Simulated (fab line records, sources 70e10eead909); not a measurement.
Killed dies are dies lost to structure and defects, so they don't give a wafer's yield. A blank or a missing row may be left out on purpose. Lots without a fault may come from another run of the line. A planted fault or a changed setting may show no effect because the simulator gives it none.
Problem report in the 8D (eight disciplines) form, filled by code | flow nand_harc | the parts of the form that need people (team, actions taken, sign-off) are left out

1. THE PROBLEM
cd_nm at NHARC_P_M0_CD_MEAS_09 reads a mean of 77.3 nm on 2 wafers of 1 lot; wafers without a fault read 89.6 nm with a standard deviation of 0.62. That is -20 standard deviations from the usual mean.
The step: target cd 90 nm.
First seen on wafer L837.1, day 7 20:05, on cd_sem-02. The record holds 39 wafers of 13 lots with a number at this step. Rule for "out", or "out of limits": more than 4 standard deviations from the usual mean. The other wafers with a number count as sound.

2. WHAT IT IS AND WHAT IT IS NOT
question                    | is               | is not
which readings at this step | cd_nm            | -
which lots                  | L837             | L833, L834, L845, L846, L847, L848, L850, L851, L852, L853, L855, L856
which wafers of those lots  | L837.1, L837.3   | L837.6
read on which gauges        | cd_sem-02        | cd_sem-01, cd_sem-03
when                        | from day 7 20:05 | up to then (7 sound wafers); but 30 sound wafers of L845, L846, L847, L848, L850, L851, L852, L853, L855, L856 came after

3. SUSPECTS, AND WHAT RULES EACH OUT
Counting: a tool at a process step up to the reading stays a suspect if it ran every lot that is out. Sound lots after the first of them don't rule it out here, since some wafers of a struck lot are sound.
- the gauge at NHARC_P_M0_CD_MEAS_09: ruled out. All the wafers that are out were read on cd_sem-02, but those of them that NHARC_P_M0_PEB_07 has rows for are out there too, on other tools.
- plasma_asher-01 at NHARC_P_GATE_STRIP_113 (strips in N2/H2, time 740 s): kept. It ran the lot that is out, L837 (day 7 11:54); its last sound lot up to then is L834 (day 6 04:36).
- litho_track-01 at NHARC_P_M0_PEB_07 (peb time 65 s): kept. It ran the lot that is out, L837 (day 7 20:01); its last sound lot up to then is L834 (day 6 13:05). Its own readings are out on those wafers: heater_power_total_W.
Left after counting: plasma_asher-01 at NHARC_P_GATE_STRIP_113, litho_track-01 at NHARC_P_M0_PEB_07.

4. THE CAUSE (what the simulator had put in)
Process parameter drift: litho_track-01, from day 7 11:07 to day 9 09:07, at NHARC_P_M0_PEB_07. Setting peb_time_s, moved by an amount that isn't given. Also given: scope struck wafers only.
Counting left 2 suspects, and this tool is among them.

5. THE CHAIN OF EFFECTS, in route order
Each row: a reading whose mean over the struck wafers that have a number lies more than 3 standard deviations from the usual. Only readings for which the record gives a usual standard deviation are gone through. hours: the time from each lot's start at the first step in this table that gives one to its start at this step, as a median over the lots. sigmas: the change in usual standard deviations.
hours | step                  | reading              | usual   | on struck wafers | change | sigmas
0     | NHARC_P_M0_PEB_07     | heater_power_total_W | 156.5 W | 186.8            | +30.3  | +72
0     | NHARC_P_M0_CD_MEAS_09 | cd_nm                | 89.6 nm | 77.3             | -12.2  | -20
1     | NHARC_P_M0_CD_MEAS_16 | cd_nm                | 89.3 nm | 77.7             | -11.6  | -15
The process steps in it:
- NHARC_P_M0_PEB_07: peb time 65 s.

6. WHAT WOULD HAVE CAUGHT IT SOONER
In this record the first reading out of limits at a measuring or inspecting step was taken at day 7 20:05, 9 hours after the fault began at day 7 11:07.
The tool's own readings at NHARC_P_M0_PEB_07 were out on every struck wafer that the step has a row for (heater_power_total_W): an alarm limit on them would have fired on the first of those.
All the lots that are out (1) had begun NHARC_P_M0_PEB_07 on litho_track-01 by day 7 20:05. A hold on the tool at that time would have spared none of them.
